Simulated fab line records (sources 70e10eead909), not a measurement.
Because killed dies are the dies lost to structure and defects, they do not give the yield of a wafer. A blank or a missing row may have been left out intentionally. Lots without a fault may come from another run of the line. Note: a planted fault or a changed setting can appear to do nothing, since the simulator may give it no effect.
Which tool was responsible? || flow nand harc || 14 lots, 42 wafers sampled, at 4 steps of a route of 1159

## WHAT THE GAUGES SHOWED, per wafer
NHARC_A_SGD_CUT_INSPECT_11.
{"lot": "L544", "measured": "day 13 22:44", "on": "defect inspect-01", "raw defect count": "14 20 15"}
{"lot": "L546", "measured": "day 14 14:08", "on": "defect inspect-01", "raw defect count": "23 17 16"}
{"lot": "L545", "measured": "day 14 15:22", "on": "defect inspect-02", "raw defect count": "5 10 7"}
{"lot": "L549", "measured": "day 14 16:41", "on": "defect inspect-02", "raw defect count": "8 8 9"}
{"lot": "L551", "measured": "day 15 20:39", "on": "defect inspect-01", "raw defect count": "6 6 6"}
{"lot": "L552", "measured": "day 15 21:02", "on": "defect inspect-01", "raw defect count": "27 19 21"}
{"lot": "L553", "measured": "day 16 09:45", "on": "defect inspect-01", "raw defect count": "21 26 16"}
{"lot": "L554", "measured": "day 16 11:34", "on": "defect inspect-01", "raw defect count": "11 13 8"}
{"lot": "L558", "measured": "day 17 16:36", "on": "defect inspect-02", "raw defect count": "36 39 33"}
{"lot": "L559", "measured": "day 17 18:31", "on": "defect inspect-02", "raw defect count": "13 12 6"}
{"lot": "L565", "measured": "day 18 10:14", "on": "defect inspect-01", "raw defect count": "20 15 20"}
{"lot": "L563", "measured": "day 18 10:31", "on": "defect inspect-01", "raw defect count": "14 15 24"}
{"lot": "L564", "measured": "day 18 11:42", "on": "defect inspect-01", "raw defect count": "46 24 46"}
{"lot": "L567", "measured": "day 19 20:48", "on": "defect inspect-02", "raw defect count": "20 18 15"}

## EACH LOT AND THE TOOL THAT RAN IT (in order: tool; ch and the chambers of the sampled wafers; start)
{"lot": "L544", "NHARC_A_STAIRCASE_CMP_450": "cmp-01 ch 0,1, day 13 19:52", "NHARC_A_STAIRCASE_CMP_152": "cmp-01 ch 0,1, day 13 19:56", "NHARC_A_SGD_CUT_SOFTBAKE_04": "litho track-06 ch 0, day 13 22:00"}
{"lot": "L546", "NHARC_A_STAIRCASE_CMP_450": "cmp-02 ch 1,2, day 14 08:38", "NHARC_A_STAIRCASE_CMP_152": "cmp-02 ch 1,2, day 14 08:43", "NHARC_A_SGD_CUT_SOFTBAKE_04": "litho track-04 ch 0, day 14 13:00"}
{"lot": "L545", "NHARC_A_STAIRCASE_CMP_450": "cmp-01 ch 0,3, day 14 12:31", "NHARC_A_STAIRCASE_CMP_152": "cmp-01 ch 0,3, day 14 12:35", "NHARC_A_SGD_CUT_SOFTBAKE_04": "litho track-01 ch 0, day 14 14:00"}
{"lot": "L549", "NHARC_A_STAIRCASE_CMP_450": "cmp-01 ch 0,1,2, day 14 14:00", "NHARC_A_STAIRCASE_CMP_152": "cmp-01 ch 0,1,2, day 14 14:04", "NHARC_A_SGD_CUT_SOFTBAKE_04": "litho track-06 ch 0, day 14 16:00"}
{"lot": "L551", "NHARC_A_STAIRCASE_CMP_450": "cmp-01 ch 1,2,3, day 15 17:57", "NHARC_A_STAIRCASE_CMP_152": "cmp-01 ch 1,2,3, day 15 18:01", "NHARC_A_SGD_CUT_SOFTBAKE_04": "litho track-06 ch 0, day 15 20:00"}
{"lot": "L552", "NHARC_A_STAIRCASE_CMP_450": "cmp-01 ch 1,2,3, day 15 18:14", "NHARC_A_STAIRCASE_CMP_152": "cmp-01 ch 1,2,3, day 15 18:19", "NHARC_A_SGD_CUT_SOFTBAKE_04": "litho track-04 ch 0, day 15 20:00"}
{"lot": "L553", "NHARC_A_STAIRCASE_CMP_450": "cmp-03 ch 1,2,3, day 16 07:02", "NHARC_A_STAIRCASE_CMP_152": "cmp-03 ch 1,2,3, day 16 07:07", "NHARC_A_SGD_CUT_SOFTBAKE_04": "litho track-06 ch 0, day 16 09:00"}
{"lot": "L554", "NHARC_A_STAIRCASE_CMP_450": "cmp-03 ch 0,1,2, day 16 08:53", "NHARC_A_STAIRCASE_CMP_152": "cmp-03 ch 0,1,2, day 16 08:58", "NHARC_A_SGD_CUT_SOFTBAKE_04": "litho track-01 ch 0, day 16 10:00"}
{"lot": "L558", "NHARC_A_STAIRCASE_CMP_450": "cmp-01 ch 0,1,3, day 17 13:52", "NHARC_A_STAIRCASE_CMP_152": "cmp-01 ch 0,1,3, day 17 13:56", "NHARC_A_SGD_CUT_SOFTBAKE_04": "litho track-01 ch 0, day 17 16:00"}
{"lot": "L559", "NHARC_A_STAIRCASE_CMP_450": "cmp-03 ch 0,2,3, day 17 15:49", "NHARC_A_STAIRCASE_CMP_152": "cmp-03 ch 0,2,3, day 17 15:53", "NHARC_A_SGD_CUT_SOFTBAKE_04": "litho track-01 ch 0, day 17 18:00"}
{"lot": "L565", "NHARC_A_STAIRCASE_CMP_450": "cmp-03 ch 0,2,3, day 18 07:32", "NHARC_A_STAIRCASE_CMP_152": "cmp-03 ch 0,2,3, day 18 07:36", "NHARC_A_SGD_CUT_SOFTBAKE_04": "litho track-01 ch 0, day 18 09:00"}
{"lot": "L563", "NHARC_A_STAIRCASE_CMP_450": "cmp-01 ch 0,1,3, day 18 07:48", "NHARC_A_STAIRCASE_CMP_152": "cmp-01 ch 0,1,3, day 18 07:52", "NHARC_A_SGD_CUT_SOFTBAKE_04": "litho track-04 ch 0, day 18 09:00"}
{"lot": "L564", "NHARC_A_STAIRCASE_CMP_450": "cmp-03 ch 0,1,3, day 18 08:57", "NHARC_A_STAIRCASE_CMP_152": "cmp-03 ch 0,1,3, day 18 09:01", "NHARC_A_SGD_CUT_SOFTBAKE_04": "litho track-01 ch 0, day 18 11:00"}
{"lot": "L567", "NHARC_A_STAIRCASE_CMP_450": "cmp-01 ch 0,2,3, day 19 18:05", "NHARC_A_STAIRCASE_CMP_152": "cmp-01 ch 0,2,3, day 19 18:09", "NHARC_A_SGD_CUT_SOFTBAKE_04": "litho track-04 ch 0, day 19 20:00"}
- NHARC_A_STAIRCASE_CMP_450: polishes SiO2, target thk 200 nm.
- NHARC_A_STAIRCASE_CMP_152: polishes.
- NHARC_A_SGD_CUT_SOFTBAKE_04: time 55 s.

## WHAT THE TOOLS THEMSELVES READ (means of the sampled wafers that have a number; where no wafer has one, the mark that the record gives instead)
NHARC_A_STAIRCASE_CMP_450.
{"lot": "L544", "tool": "cmp-01", "motor current A (A)": 12.2}
{"lot": "L546", "tool": "cmp-02", "motor current A (A)": 12.8}
{"lot": "L545", "tool": "cmp-01", "motor current A (A)": 11.9}
{"lot": "L549", "tool": "cmp-01", "motor current A (A)": 13.4}
{"lot": "L551", "tool": "cmp-01", "motor current A (A)": 12.8}
{"lot": "L552", "tool": "cmp-01", "motor current A (A)": 13.2}
{"lot": "L553", "tool": "cmp-03", "motor current A (A)": 11.7}
{"lot": "L554", "tool": "cmp-03", "motor current A (A)": 11.4}
{"lot": "L558", "tool": "cmp-01", "motor current A (A)": 12.7}
{"lot": "L559", "tool": "cmp-03", "motor current A (A)": 11.9}
{"lot": "L565", "tool": "cmp-03", "motor current A (A)": 11.8}
{"lot": "L563", "tool": "cmp-01", "motor current A (A)": 13.2}
{"lot": "L564", "tool": "cmp-03", "motor current A (A)": 11.4}
{"lot": "L567", "tool": "cmp-01", "motor current A (A)": 12.7}

NHARC_A_STAIRCASE_CMP_152.
{"lot": "L544", "tool": "cmp-01", "motor current A (A)": 12.5}
{"lot": "L546", "tool": "cmp-02", "motor current A (A)": 12.8}
{"lot": "L545", "tool": "cmp-01", "motor current A (A)": 12.3}
{"lot": "L549", "tool": "cmp-01", "motor current A (A)": 12.8}
{"lot": "L551", "tool": "cmp-01", "motor current A (A)": 13.5}
{"lot": "L552", "tool": "cmp-01", "motor current A (A)": 13.3}
{"lot": "L553", "tool": "cmp-03", "motor current A (A)": 11.2}
{"lot": "L554", "tool": "cmp-03", "motor current A (A)": 11.2}
{"lot": "L558", "tool": "cmp-01", "motor current A (A)": 13.0}
{"lot": "L559", "tool": "cmp-03", "motor current A (A)": 11.7}
{"lot": "L565", "tool": "cmp-03", "motor current A (A)": 11.7}
{"lot": "L563", "tool": "cmp-01", "motor current A (A)": 12.3}
{"lot": "L564", "tool": "cmp-03", "motor current A (A)": 11.6}
{"lot": "L567", "tool": "cmp-01", "motor current A (A)": 12.5}

NHARC_A_SGD_CUT_SOFTBAKE_04.
{"lot": "L544", "tool": "litho track-06", "heater power total W (W)": 188.40}
{"lot": "L546", "tool": "litho track-04", "heater power total W (W)": 188.35}
{"lot": "L545", "tool": "litho track-01", "heater power total W (W)": 188.51}
{"lot": "L549", "tool": "litho track-06", "heater power total W (W)": 188.53}
{"lot": "L551", "tool": "litho track-06", "heater power total W (W)": 188.52}
{"lot": "L552", "tool": "litho track-04", "heater power total W (W)": 188.47}
{"lot": "L553", "tool": "litho track-06", "heater power total W (W)": 188.42}
{"lot": "L554", "tool": "litho track-01", "heater power total W (W)": 188.50}
{"lot": "L558", "tool": "litho track-01", "heater power total W (W)": 188.41}
{"lot": "L559", "tool": "litho track-01", "heater power total W (W)": 188.43}
{"lot": "L565", "tool": "litho track-01", "heater power total W (W)": 204.96}
{"lot": "L563", "tool": "litho track-04", "heater power total W (W)": 188.43}
{"lot": "L564", "tool": "litho track-01", "heater power total W (W)": 204.98}
{"lot": "L567", "tool": "litho track-04", "heater power total W (W)": 188.46}

## THE ANSWER, worked out from the rows above alone
Rule: the usual values come from the lots themselves. Put in order of their means at a reading, lots are off if they are a third of the lots or fewer, leave a main group of 4 or more, and stand apart from it by a gap of 3 or more times the standard deviation of the main group's means; of several such gaps the widest counts. Not used: any main group whose means are identical at the precision the tables above print for the reading. Also off: a lot with no number at a reading for which 4 or more lots have one. Any other lot the step has rows for is counted as sound. Order of review: gauges by route order, followed by the tools' own readings, for which a lot's mean as printed above is used. The first step at which some lot is off is used, and at that step the reading that is off furthest; a lot without a number counts as furthest.
Off at NHARC_A_SGD_CUT_SOFTBAKE_04 (heater power total W): L565, L564. Mean 188.45 W and standard deviation 0.053 in the main group.
A tool fits if, at that step or a process step before it, it ran every lot that is off, and no sound lot after the first of them. Can't be told from this: 2 tools fit, cmp-03 at NHARC_A_STAIRCASE_CMP_450 and NHARC_A_STAIRCASE_CMP_152, litho track-01 at NHARC_A_SGD_CUT_SOFTBAKE_04.

## WHAT THE SIMULATOR HAD PUT IN
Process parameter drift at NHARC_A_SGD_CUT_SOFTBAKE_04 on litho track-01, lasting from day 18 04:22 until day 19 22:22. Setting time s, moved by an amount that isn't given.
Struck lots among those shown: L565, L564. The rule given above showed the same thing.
